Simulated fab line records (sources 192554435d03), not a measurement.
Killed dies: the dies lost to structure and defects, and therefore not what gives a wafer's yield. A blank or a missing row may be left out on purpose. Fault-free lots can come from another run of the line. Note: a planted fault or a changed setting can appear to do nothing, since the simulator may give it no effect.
Matching of chambers | flow n5-finfet | rie-diel-02 running N5_BEOL_M3_ETCH_69: 4 sister chambers
The step etches SiARC in CF4, target depth 15.6 nm, time 26 s. 4 wafers are shown with their chamber, then 7 later ones without.

## EACH WAFER AND ITS CHAMBER
wafer  | chamber | throttle-valve-pct (%)
L078.3 | 3       | 15.76
L090.6 | 0       | 15.36
L094.2 | 2       | 15.63
L094.3 | 1       | 16.00

## WAFERS WITH NO CHAMBER GIVEN
wafer  | throttle-valve-pct (%)
L094.6 | 15.81
L095.2 | 15.61
L095.3 | 16.02
L095.4 | 15.81
L096.1 | 15.99
L096.3 | 15.38
L096.5 | 16.02

## WHICH CHAMBER EACH ONE RAN IN
wafer  | from the rows above | in truth
L094.6 | 3                   | 3
L095.2 | 2                   | 2
L095.3 | 1                   | 1
L095.4 | 3                   | 3
L096.1 | 1                   | 1
L096.3 | 0                   | 0
L096.5 | 1                   | 1
Correct placement for 7 of the 7. Can't be placed from these rows: 0. 0 placed wrongly.
How it was worked out, from the rows above alone: a wafer's distance from a chamber is the root of the sum, over the readings, of the square of ((its reading less the chamber's mean) divided by the reading's scatter). If the next closest chamber is less than 2 further off than the closest, the wafer can't be placed; otherwise it belongs to the closest. Each chamber's mean is taken over the wafers shown for it. The scatter: root of mean squared gap, hidden wafer to nearest shown wafer, with one shown wafer a chamber.
